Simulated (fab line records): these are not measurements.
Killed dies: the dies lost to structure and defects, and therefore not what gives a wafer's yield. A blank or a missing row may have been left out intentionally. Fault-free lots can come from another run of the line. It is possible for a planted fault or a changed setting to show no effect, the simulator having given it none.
Chamber matching ; flow nand-harc ; 4 sister chambers for NHARC_A_STAIRCASE_DESCUM_219 on rie-diel-07
The step chemistry O2, time 3 s. 18 wafers are shown with their chamber, then 9 later ones without.

== EACH WAFER AND ITS CHAMBER ==
wafer;chamber;showerhead-plenum-p-Torr (Torr);drypump-motor-current-A (A);oes-product-au (a.u.)
L075.2;3;1.94;6.2;1.001
L075.5;3;1.94;6.2;1.003
L075.6;2;1.80;6.0;1.008
L074.1;2;1.80;6.0;0.997
L074.4;3;1.94;6.3;1.012
L074.6;3;1.94;6.2;1.000
L076.1;0;1.82;5.8;0.991
L076.2;2;1.80;5.9;0.996
L076.5;3;1.94;6.3;0.998
L079.2;2;1.80;5.9;1.003
L079.4;1;1.92;5.8;0.995
L079.5;3;1.94;6.2;0.991
L081.2;2;1.79;5.9;0.998
L081.5;2;1.79;5.9;0.998
L081.6;1;1.92;5.8;0.994
L087.1;3;1.93;6.3;0.990
L087.5;3;1.93;6.2;0.986
L087.6;0;1.81;5.8;0.984

SIGNATURES (means of the wafers above)
reading;chamber 0;chamber 1;chamber 2;chamber 3;scatter within a chamber
showerhead-plenum-p-Torr;1.8150;1.9200;1.7967;1.9375;0.00488
drypump-motor-current-A;5.800;5.800;5.933;6.237;0.0479
oes-product-au;0.98750;0.99450;1.00000;0.99762;0.00666
Rule: distance of a wafer from a chamber = root of the sum over the readings of ((wafer's reading minus chamber's mean) / reading's scatter) squared. The wafer belongs to the nearest chamber; if the next one is less than 2 further off, it can't be placed. The scatter: the root of (the sum of the squares of (reading less its chamber's mean) over the shown wafers, divided by (wafers less chambers)).

== WAFERS WHOSE CHAMBER IS MISSING ==
wafer;showerhead-plenum-p-Torr (Torr);drypump-motor-current-A (A);oes-product-au (a.u.)
L088.1;1.91;5.8;0.996
L088.5;1.79;5.9;1.001
L088.6;1.93;6.2;0.981
L090.1;1.81;5.8;0.985
L090.4;1.78;5.9;1.005
L090.5;1.81;5.8;0.982
L093.1;1.93;6.2;0.963
L093.2;1.90;5.8;0.990
L093.4;1.78;5.9;1.004

== THE CHAMBER EACH PASSED THROUGH ==
wafer;from the rows above;in truth
L088.1;1;1
L088.5;2;2
L088.6;3;3
L090.1;0;0
L090.4;2;2
L090.5;0;0
L093.1;3;3
L093.2;1;1
L093.4;2;2
Correctly placed: 9 of 9. Can't be placed from these rows: 0. Number placed wrongly: 0.
